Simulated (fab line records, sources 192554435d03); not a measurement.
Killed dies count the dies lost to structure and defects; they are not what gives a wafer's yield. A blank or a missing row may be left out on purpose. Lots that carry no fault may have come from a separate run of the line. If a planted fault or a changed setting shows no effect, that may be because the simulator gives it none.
fab line records | flow n5Finfet
record lots=7 | wafers=21
route steps=1938 shown BEOL_M1@779 BEOL_M2@879 BEOL_M3@980 BEOL_M4@1028
startH: hours from the record's opening day to when the first of the lot's shown wafers began | waitH: hours since the lot's step before | " repeats the value in the row above | L1.1+2: one row covering several wafers at once | - either no value or no given start | * or withheld: withheld | < > ~ a bound
route shown NAME@n: NAME is a module with steps in the file, n the number in the route of the first one | usual: mean/standard deviation taken from wafers without a fault | same: alike in all rows | chamber/n: place in a boat | sites: each site's reading | _std_site: the values' standard deviation | _edge_site: mean of outer sites minus mean of inner sites | radiusMm: how far each site lies from the wafer's centre | mask NAME#n: copy n | behind: the most recent tool/chamber to have shaped the wafer | hold: cause of the lot's hold/its duration in hours/its outcome | device: transistor that didn't switch, given as n, p or np | end of line: the same wafers' tests at the end of the route | for a step that has no rows: nothing shown but its recipe | killed: at the first sort, the dies lost to defects and structure; wafer yield is something else | map: dies across one wafer; x = killed, . = not, _ = none there
set.NAME: the setting as run; set.NAME@STEP: as run at that earlier step | model.NAME: the simulator's own value behind a step, which no gauge read
lots where settings were altered on purpose, with a table for each step and a row for each wafer
## steps
# step N5_BEOL_M1_COAT_76
# recipe resist=underlayer | tempC=205 | timeS=60 | spinRpm=1500 | resistThkNm=5
lot.wafer  | tool          | chamber | startH | waitH | set.tempC
L075.3+4   | lithoTrack-01 | 0       | -      | -     | 205
L075.5     | "             | 0       | "      | "     | 198.8
L077.1+3   | lithoTrack-02 | 0       | -      | -     | 205
L077.6     | "             | 0       | "      | "     | 208.3
L084.2+5+6 | lithoTrack-04 | 0       | -      | -     | 205
L086.1+4   | lithoTrack-02 | 0       | -      | -     | 205
L086.6     | "             | 0       | "      | "     | 212.7
L087.3+4+6 | lithoTrack-04 | 0       | -      | -     | 205
L091.1+4   | lithoTrack-02 | 0       | -      | -     | 205
L091.3     | "             | 0       | "      | "     | 199.3
L097.4+6   | lithoTrack-02 | 0       | -      | -     | 205
L097.5     | "             | 0       | "      | "     | 197.2
# step N5_BEOL_M1_COAT_22
# recipe resist=CAR-EUV | spinRpm=1500 | resistThkNm=30
# step N5_BEOL_M1_EBR_24
# recipe solvent=PGMEA | ebrWidthMm=1.5
# step N5_BEOL_M1_ALD_98
# recipe material=SiO2 | targetThkA=25 | tempC=100 | aldPrecursorFamily=BDEAS | aldCoReactant=O2-plasma | pulseTimeS=1 | coReactantPulseTimeS=1 | purgeTimeS=2 | coReactantPurgeTimeS=2 | aldCycles=17 | pressureTorr=2
# step N5_BEOL_M1_ETCHBACK_99
# recipe chemistry=CHF3 | target=SiO2 | targetDepthA=50 | timeS=10.4 | sourceW=215 | biasW=47 | Ar_flow_sccm=200 | CHF3_flow_sccm=12 | ionEnergyEv=100 | pressureMtorr=30
# step N5_BEOL_M1_ETCH_70
# recipe chemistry=N2/H2 | target=SOC | targetDepthA=800 | overetchA=160 | maskMaterial=SiARC | tempC=40 | timeS=120 | ionEnergyEv=200 | pressureMtorr=30 | sourceW=840 | biasW=150 | n2FlowSccm=200 | h2FlowSccm=200
lot.wafer | tool       | chamber | startH | waitH | set.spinRpm@BEOL_M1_COAT_67 | model.etch.depthNm
L075.3    | rieDiel-02 | 1       | 138.38 | 0.0   | 1551                        | 58.95
L075.4    | "          | 3       | "      | "     | 1551                        | 59.06
L075.5    | "          | 3       | "      | "     | 1500                        | 60.08
L077.1    | rieDiel-06 | 0       | 146.58 | 0.0   | 1500                        | 60.04
L077.3    | "          | 1       | "      | "     | 1500                        | 60.21
L077.6    | "          | 3       | "      | "     | 1500                        | 60.24
L084.2    | rieDiel-06 | 0       | 194.04 | 0.0   | 1500                        | 60.03
L084.5    | "          | 0       | "      | "     | 1500                        | 60.12
L084.6    | "          | 3       | "      | "     | 1500                        | 60.14
L086.1    | rieDiel-02 | 3       | 197.20 | 0.0   | 1500                        | 59.99
L086.4    | "          | 2       | "      | "     | 1656                        | 57.08
L086.6    | "          | 2       | "      | "     | 1656                        | 57
L087.3    | rieDiel-05 | 3       | 205.24 | 0.0   | 1500                        | 60.04
L087.4    | "          | 0       | "      | "     | 1638                        | 57.55
L087.6    | "          | 2       | "      | "     | 1500                        | 60.02
L091.1    | rieDiel-02 | 2       | 229.91 | 0.0   | 1500                        | 59.93
L091.3    | "          | 3       | "      | "     | 1500                        | 60.14
L091.4    | "          | 0       | "      | "     | 1500                        | 60.11
L097.4    | rieDiel-06 | 3       | 262.43 | 0.0   | 1553                        | 59.37
L097.5    | "          | 3       | "      | "     | 1553                        | 59.23
L097.6    | "          | 2       | "      | "     | 1553                        | 59.41
# step N5_BEOL_M1_STRIP_71
# recipe chemistry=N2/H2 | tempC=40 | n2FlowSccm=200 | h2FlowSccm=200 | rfFrequencyHz=6e+07
# step N5_BEOL_M1_STRIP_78
# recipe chemistry=N2/H2 | tempC=40 | n2FlowSccm=200 | h2FlowSccm=200 | rfFrequencyHz=6e+07
# step N5_BEOL_M1_VIA_ETCH_34
# recipe chemistry=C4F6/O2 | targetDepthA=678 | maskMaterial=SOC | pressureMtorr=15 | ionEnergyEv=250 | taperDeg=4 | timeS=64.4 | sourceW=350 | biasW=170 | Ar_flow_sccm=300 | C4F6_flow_sccm=10 | O2_flow_sccm=10
lot.wafer  | tool       | chamber | startH | waitH | set.spinRpm@BEOL_M1_COAT_67 | model.SOC_of_BEOL_M1_COAT_67.thkNm
L075.3     | rieDiel-02 | 1       | 138.48 | 0.0   | 1551                        | 51
L075.4     | "          | 3       | "      | "     | 1551                        | 51.2
L075.5     | "          | 3       | "      | "     | 1500                        | 52.2
L077.1     | rieDiel-06 | 0       | 146.68 | 0.0   | 1500                        | 52.2
L077.3+6   | "          | 1,3     | "      | "     | 1500                        | 52.4
L084.2+5+6 | rieDiel-06 | 0,0,3   | 194.14 | 0.0   | 1500                        | 52.2
L086.1     | rieDiel-02 | 3       | 197.30 | 0.0   | 1500                        | 52
L086.4+6   | "          | 2       | "      | "     | 1656                        | 49.2
L087.3     | rieDiel-05 | 3       | 205.35 | 0.0   | 1500                        | 52.4
L087.4     | "          | 0       | "      | "     | 1638                        | 49.8
L087.6     | "          | 2       | "      | "     | 1500                        | 52.2
L091.1+3+4 | rieDiel-02 | 2,3,0   | 230.01 | 0.0   | 1500                        | 52.2
L097.4     | rieDiel-06 | 3       | 262.53 | 0.0   | 1553                        | 51.6
L097.5+6   | "          | 3,2     | "      | "     | 1553                        | 51.4
# step N5_BEOL_M2_DESCUM_33
# recipe chemistry=O2 | timeS=7 | sourcePowerW=50 | biasPowerW=20 | pressureMtorr=20 | rfFrequencyHz=2.712e+07 | tempC=40 | resist=CAR-EUV | o2FlowSccm=225
lot.wafer  | tool       | chamber | startH | waitH | set.timeS | model.CAR-EUV_of_BEOL_M2_COAT_22.thkNm
L075.3+5   | rieDiel-03 | 1,3     | 149.01 | 0.1   | 7         | 26
L075.4     | "          | 0       | "      | "     | 6.26      | 26.4
L077.1+3   | rieDiel-03 | 2,1     | 153.02 | 0.0   | 7         | 26
L077.6     | "          | 1       | "      | "     | 7         | 25.8
L084.2+5+6 | rieDiel-01 | 0,0,1   | 201.23 | 0.0   | 7         | 26.2
L086.1     | rieDiel-04 | 0       | 204.38 | 0.2   | 5.486     | 26.8
L086.4+6   | "          | 0,2     | "      | "     | 7         | 26.2
L087.3     | rieDiel-01 | 0       | 212.41 | 0.0   | 6.141     | 26.6
L087.4+6   | "          | 2,3     | "      | "     | 7         | 26
L091.1+4   | rieDiel-01 | 3,0     | 236.97 | 0.0   | 7         | 26
L091.3     | "          | 1       | "      | "     | 8.194     | 25.4
L097.4     | rieDiel-04 | 0       | 271.35 | 0.6   | 7         | 26
L097.5     | "          | 1       | "      | "     | 6.34      | 26.2
L097.6     | "          | 0       | "      | "     | 6.34      | 26.4
# step N5_BEOL_M2_ETCH_77
# recipe chemistry=N2/H2 | target=underlayer | targetDepthA=65 | maskMaterial=CAR-EUV | timeS=5.2 | ionEnergyEv=200 | pressureMtorr=30 | sourceW=840 | biasW=150 | n2FlowSccm=200 | h2FlowSccm=200 | ends=cleared
lot.wafer  | tool       | chamber | startH | waitH | set.timeS@BEOL_M2_DESCUM_33 | model.CAR-EUV_of_BEOL_M2_COAT_22.thkNm
L075.3     | rieDiel-03 | 1       | 149.05 | 0.0   | 7                           | 20.2
L075.4     | "          | 0       | "      | "     | 6.26                        | 20.6
L075.5     | "          | 3       | "      | "     | 7                           | 20.4
L077.1+3+6 | rieDiel-03 | 2,1,1   | 153.06 | 0.0   | 7                           | 20.2
L084.2+5+6 | rieDiel-01 | 0,0,1   | 201.27 | 0.0   | 7                           | 20.4
L086.1     | rieDiel-04 | 0       | 204.41 | 0.0   | 5.486                       | 21.2
L086.4+6   | "          | 0,2     | "      | "     | 7                           | 20.4
L087.3     | rieDiel-01 | 0       | 212.45 | 0.0   | 6.141                       | 20.8
L087.4+6   | "          | 2,3     | "      | "     | 7                           | 20.4
L091.1+4   | rieDiel-01 | 3,0     | 237.00 | 0.0   | 7                           | 20.2
L091.3     | "          | 1       | "      | "     | 8.194                       | 19.8
L097.4     | rieDiel-04 | 0       | 271.38 | 0.0   | 7                           | 20.2
L097.5     | "          | 1       | "      | "     | 6.34                        | 20.4
L097.6     | "          | 0       | "      | "     | 6.34                        | 20.6
# step N5_BEOL_M2_ETCH_69
# recipe chemistry=CF4 | target=SiARC | targetDepthA=156 | maskMaterial=CAR-EUV | timeS=26 | ionEnergyEv=80 | pressureMtorr=40 | sourceW=545 | biasW=36 | Ar_flow_sccm=100 | cf4FlowSccm=100 | ends=cleared
# usual etchRfOnTimeS=25.9/0.36 | rfVppV=184.0/1.1
lot.wafer | tool       | chamber | startH | waitH | set.biasW | set.timeS@BEOL_M2_DESCUM_33 | etchRfOnTimeS | rfVppV | model.CAR-EUV_of_BEOL_M2_COAT_22.thkNm
L075.3    | rieDiel-03 | 1       | 149.06 | 0.0   | 36        | 7                           | 25.7          | 183.2  | 11.2
L075.4    | "          | 0       | "      | "     | 39.68     | 6.26                        | 24.4          | 196.2  | 11.4
L075.5    | "          | 3       | "      | "     | 36        | 7                           | 25.9          | 185.4  | 11.2
L077.1    | rieDiel-03 | 2       | 153.07 | 0.0   | 36        | 7                           | 26.2          | 184.0  | 11
L077.3    | "          | 1       | "      | "     | 33.28     | 7                           | 26.6          | 175.5  | 11
L077.6    | "          | 1       | "      | "     | 36        | 7                           | 26.0          | 183.7  | 11
L084.2    | rieDiel-01 | 0       | 201.28 | 0.0   | 36        | 7                           | 25.7          | 185.1  | 11.2
L084.5    | "          | 0       | "      | "     | 36        | 7                           | 25.8          | 184.9  | 11.2
L084.6    | "          | 1       | "      | "     | 36        | 7                           | 26.2          | 184.8  | 11.2
L086.1    | rieDiel-04 | 0       | 204.43 | 0.0   | 30.97     | 5.486                       | 27.1          | 166.8  | 12
L086.4    | "          | 0       | "      | "     | 36        | 7                           | 25.8          | 182.9  | 11.2
L086.6    | "          | 2       | "      | "     | 30.97     | 7                           | 27.9          | 167.7  | 11.2
L087.3    | rieDiel-01 | 0       | 212.47 | 0.0   | 36        | 6.141                       | 25.7          | 183.7  | 11.6
L087.4    | "          | 2       | "      | "     | 36        | 7                           | 25.8          | 184.8  | 11.2
L087.6    | "          | 3       | "      | "     | 36        | 7                           | 25.6          | 185.8  | 11.2
L091.1    | rieDiel-01 | 3       | 237.02 | 0.0   | 36        | 7                           | 25.8          | 186.1  | 11
L091.3    | "          | 1       | "      | "     | 42.46     | 8.194                       | 24.7          | 204.5  | 10.6
L091.4    | "          | 0       | "      | "     | 42.46     | 7                           | 24.7          | 203.2  | 11
L097.4    | rieDiel-04 | 0       | 271.40 | 0.0   | 36        | 7                           | 25.7          | 181.7  | 11
L097.5    | "          | 1       | "      | "     | 36        | 6.34                        | 25.5          | 186.5  | 11.2
L097.6    | "          | 0       | "      | "     | 36        | 6.34                        | 26.0          | 183.6  | 11.4
# step N5_BEOL_M2_ALD_98
# recipe material=SiO2 | targetThkA=25 | tempC=100 | aldPrecursorFamily=BDEAS | aldCoReactant=O2-plasma | pulseTimeS=1 | coReactantPulseTimeS=1 | purgeTimeS=2 | coReactantPurgeTimeS=2 | aldCycles=17 | pressureTorr=2
# step N5_BEOL_M2_ETCHBACK_99
# recipe chemistry=CHF3 | target=SiO2 | targetDepthA=50 | timeS=10.4 | sourceW=215 | biasW=47 | Ar_flow_sccm=200 | CHF3_flow_sccm=12 | ionEnergyEv=100 | pressureMtorr=30
lot.wafer  | tool       | chamber | startH | waitH | set.timeS@BEOL_M2_DESCUM_33 | model.CAR-EUV_of_BEOL_M2_COAT_22.thkNm
L075.3+5   | rieDiel-03 | 2,1     | 149.97 | 0.1   | 7                           | 10.4
L075.4     | "          | 3       | "      | "     | 6.26                        | 10.8
L077.1     | rieDiel-01 | 2       | 155.17 | 2.0   | 7                           | 10.4
L077.3+6   | "          | 0,1     | "      | "     | 7                           | 10.2
L084.2+5+6 | rieDiel-03 | 1,2,3   | 201.56 | 0.1   | 7                           | 10.6
L086.1     | rieDiel-01 | 3       | 205.59 | 0.9   | 5.486                       | 11.2
L086.4+6   | "          | 2,0     | "      | "     | 7                           | 10.4
L087.3     | rieDiel-01 | 0       | 213.34 | 0.7   | 6.141                       | 10.8
L087.4+6   | "          | 2       | "      | "     | 7                           | 10.4
L091.1+4   | rieDiel-03 | 2,3     | 257.16 | 19.3  | 7                           | 10.4
L091.3     | "          | 0       | "      | "     | 8.194                       | 9.8
L097.4     | rieDiel-03 | 3       | 272.31 | 0.3   | 7                           | 10.2
L097.5+6   | "          | 2,0     | "      | "     | 6.34                        | 10.6
# step N5_BEOL_M3_TRENCH_ETCH_37
# recipe chemistry=C4F6/O2 | targetDepthA=555.55 | target=SiOC | timeS=29.2 | ionEnergyEv=250 | pressureMtorr=30 | sourceW=355 | biasW=185 | Ar_flow_sccm=300 | C4F6_flow_sccm=10 | O2_flow_sccm=10
lot.wafer | tool       | chamber | startH | waitH | set.timeS | model.BEOL_M3.featureDepthNm | model.etch.depthNm
L075.3    | rieDiel-06 | 3       | -      | -     | 29.2      | 55.4                         | 55.33
L075.4    | "          | 2       | "      | "     | 29.2      | 54.2                         | 54.26
L075.5    | "          | 3       | "      | "     | 29.2      | 55.8                         | 55.84
L077.1    | rieDiel-06 | 2       | -      | -     | 29.2      | 53.6                         | 53.51
L077.3    | "          | 0       | "      | "     | 29.2      | 54.8                         | 54.75
L077.6    | "          | 1       | "      | "     | 29.2      | 54                           | 53.98
L084.2    | rieDiel-02 | 0       | -      | -     | 29.2      | 54.6                         | 54.67
L084.5    | "          | 3       | "      | "     | 29.2      | 55.2                         | 55.27
L084.6    | "          | 2       | "      | "     | 29.2      | 54                           | 54.04
L086.1    | rieDiel-02 | 2       | -      | -     | 29.2      | 54.4                         | 54.44
L086.4    | "          | 1       | "      | "     | 29.2      | 55.6                         | 55.53
L086.6    | "          | 2       | "      | "     | 35.48     | 66.4                         | 66.32
L087.3    | rieDiel-02 | 2       | -      | -     | 29.2      | 54                           | 54.06
L087.4    | "          | 0       | "      | "     | 29.2      | 54.6                         | 54.66
L087.6    | "          | 0       | "      | "     | 26.42     | 49.8                         | 49.9
L091.1    | rieDiel-02 | 1       | -      | -     | 29.2      | 55.4                         | 55.34
L091.3    | "          | 0       | "      | "     | 29.2      | 55.2                         | 55.1
L091.4    | "          | 2       | "      | "     | 29.2      | 54.4                         | 54.49
L097.4    | rieDiel-02 | 3       | -      | -     | 25.96     | 49.8                         | 49.84
L097.5    | "          | 2       | "      | "     | 25.96     | 48.6                         | 48.54
L097.6    | "          | 1       | "      | "     | 25.96     | 49.4                         | 49.35
# step N5_BEOL_M3_ETCH_41
# recipe chemistry=CH3F/O2 | target=SiCN | targetDepthA=299 | taperDeg=2 | timeS=52.5 | ionEnergyEv=120 | maskMaterial=TiN | pressureMtorr=30 | sourceW=395 | biasW=75 | Ar_flow_sccm=150 | CH3F_flow_sccm=30 | O2_flow_sccm=20
lot.wafer | tool       | chamber | startH | waitH | set.targetDepthA | model.etch.depthNm
L075.3    | rieDiel-06 | 3       | -      | -     | 299              | 19.65
L075.4    | "          | 2       | "      | "     | 299              | 19.55
L075.5    | "          | 3       | "      | "     | 299              | 19.69
L077.1    | rieDiel-06 | 2       | -      | -     | 299              | 19.58
L077.3    | "          | 0       | "      | "     | 299              | 19.95
L077.6    | "          | 1       | "      | "     | 299              | 19.62
L084.2    | rieDiel-02 | 0       | -      | -     | 299              | 19.63
L084.5    | "          | 3       | "      | "     | 299              | 19.91
L084.6    | "          | 2       | "      | "     | 299              | 19.42
L086.1    | rieDiel-02 | 2       | -      | -     | 282.6            | 18.54
L086.4    | "          | 1       | "      | "     | 299              | 19.95
L086.6    | "          | 2       | "      | "     | 282.6            | 18.73
L087.3    | rieDiel-02 | 2       | -      | -     | 265.1            | 17.54
L087.4    | "          | 0       | "      | "     | 265.1            | 17.71
L087.6    | "          | 0       | "      | "     | 265.1            | 17.65
L091.1    | rieDiel-02 | 1       | -      | -     | 299              | 19.81
L091.3    | "          | 0       | "      | "     | 299              | 19.87
L091.4    | "          | 2       | "      | "     | 299              | 19.59
L097.4    | rieDiel-02 | 3       | -      | -     | 299              | 20.11
L097.5    | "          | 2       | "      | "     | 299              | 19.63
L097.6    | "          | 1       | "      | "     | 276.3            | 18.24
# step N5_BEOL_M3_STRIP_97
# recipe chemistry=N2/H2 | timeS=10 | powerW=450 | tempC=40 | pressureMtorr=20 | rfFrequencyHz=6e+07 | biasPowerW=7 | n2FlowSccm=200 | h2FlowSccm=200
# step N5_BEOL_M3_OCD_MEAS_38
# usual trenchDepthNm=55.1/0.75
lot.wafer | tool   | chamber | startH | waitH | set.timeS@BEOL_M3_TRENCH_ETCH_37 | trenchDepthNm
L075.3    | ocd-02 | -       | 158.56 | -     | 29.2                             | 55.9
L075.4    | "      | -       | "      | "     | 29.2                             | 53.9
L075.5    | "      | -       | "      | "     | 29.2                             | 56.1
L077.1    | ocd-02 | -       | 167.06 | -     | 29.2                             | 53.3
L077.3    | "      | -       | "      | "     | 29.2                             | 55.0
L077.6    | "      | -       | "      | "     | 29.2                             | 54.1
L084.2    | ocd-02 | -       | 213.91 | -     | 29.2                             | 54.9
L084.5    | "      | -       | "      | "     | 29.2                             | 54.8
L084.6    | "      | -       | "      | "     | 29.2                             | 53.9
L086.1    | ocd-01 | -       | 217.14 | -     | 29.2                             | 54.0
L086.4    | "      | -       | "      | "     | 29.2                             | 55.5
L086.6    | "      | -       | "      | "     | 35.48                            | 66.7
L087.3    | ocd-02 | -       | 225.73 | -     | 29.2                             | 54.0
L087.4    | "      | -       | "      | "     | 29.2                             | 55.1
L087.6    | "      | -       | "      | "     | 26.42                            | 49.7
L091.1    | ocd-02 | -       | 265.79 | -     | 29.2                             | 55.1
L091.3    | "      | -       | "      | "     | 29.2                             | 55.1
L091.4    | "      | -       | "      | "     | 29.2                             | 54.4
L097.4    | ocd-01 | -       | 286.42 | -     | 25.96                            | 49.6
L097.5    | "      | -       | "      | "     | 25.96                            | 48.8
L097.6    | "      | -       | "      | "     | 25.96                            | 49.6
# step N5_BEOL_M4_COAT_05
# recipe resist=CAR-EUV | spinRpm=1500 | resistThkNm=30
lot.wafer | tool          | chamber | startH | waitH | set.spinRpm | model.CAR-EUV_of_BEOL_M4_COAT_05.thkNm
L075.3+4  | lithoTrack-05 | 0       | -      | -     | 1500        | 30
L075.5    | "             | 0       | "      | "     | 1500        | 30.2
L077.1+6  | lithoTrack-02 | 0       | -      | -     | 1410        | 31.2
L077.3    | "             | 0       | "      | "     | 1500        | 30.2
L084.2+5  | lithoTrack-04 | 0       | -      | -     | 1500        | 30
L084.6    | "             | 0       | "      | "     | 1500        | 30.2
L086.1    | lithoTrack-05 | 0       | -      | -     | 1581        | 29.4
L086.4    | "             | 0       | "      | "     | 1500        | 30.2
L086.6    | "             | 0       | "      | "     | 1500        | 30
L087.3+4  | lithoTrack-02 | 0       | -      | -     | 1500        | 30.2
L087.6    | "             | 0       | "      | "     | 1612        | 29
L091.1    | lithoTrack-05 | 0       | -      | -     | 1567        | 29.4
L091.3    | "             | 0       | "      | "     | 1567        | 29.2
L091.4    | "             | 0       | "      | "     | 1500        | 30
L097.4    | lithoTrack-04 | 0       | -      | -     | 1500        | 29.8
L097.5+6  | "             | 0       | "      | "     | 1454        | 30.4
## key
split step=N5_BEOL_M1_COAT_76 | setting=tempC | stated=205 | by=wafer
response none clear
split step=N5_BEOL_M2_DESCUM_33 | setting=timeS | stated=7 | by=wafer
response step=N5_BEOL_M2_DESCUM_33 | reading=model.CAR-EUV_of_BEOL_M2_COAT_22.thkNm | change=-0.0339 | per=1% | r=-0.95
response step=N5_BEOL_M2_ETCH_77 | reading=model.CAR-EUV_of_BEOL_M2_COAT_22.thkNm | change=-0.0316 | per=1% | r=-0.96
response step=N5_BEOL_M2_ETCH_69 | reading=model.CAR-EUV_of_BEOL_M2_COAT_22.thkNm | change=-0.0306 | per=1% | r=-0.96
response step=N5_BEOL_M2_ETCHBACK_99 | reading=model.CAR-EUV_of_BEOL_M2_COAT_22.thkNm | change=-0.0364 | per=1% | r=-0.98
split step=N5_BEOL_M2_ETCH_69 | setting=biasW | stated=36 | by=wafer
response step=N5_BEOL_M2_ETCH_69 | reading=etchRfOnTimeS | change=* | per=1% | r=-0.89
response step=N5_BEOL_M2_ETCH_69 | reading=rfVppV | change=+1.06 | per=1% | r=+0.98
split step=N5_BEOL_M3_TRENCH_ETCH_37 | setting=timeS | stated=29.2 | by=wafer
response step=N5_BEOL_M3_TRENCH_ETCH_37 | reading=model.BEOL_M3.featureDepthNm | change=+0.521 | per=1% | r=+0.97
response step=N5_BEOL_M3_TRENCH_ETCH_37 | reading=model.etch.depthNm | change=+0.518 | per=1% | r=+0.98
response step=N5_BEOL_M3_OCD_MEAS_38 | reading=trenchDepthNm | change=+0.55 | per=1% | r=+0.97
split step=N5_BEOL_M3_ETCH_41 | setting=targetDepthA | stated=299 | by=wafer
response step=N5_BEOL_M3_ETCH_41 | reading=model.etch.depthNm | change=+0.224 | per=1% | r=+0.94
split step=N5_BEOL_M4_COAT_05 | setting=spinRpm | stated=1500 | by=wafer
response step=N5_BEOL_M4_COAT_05 | reading=model.CAR-EUV_of_BEOL_M4_COAT_05.thkNm | change=-0.158 | per=1% | r=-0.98
split outsideThisFile step=N5_BEOL_M1_COAT_67 setting=spinRpm
# split outsideThisFile: this setting was split too, and the file shows its column; the key of that split is in another file
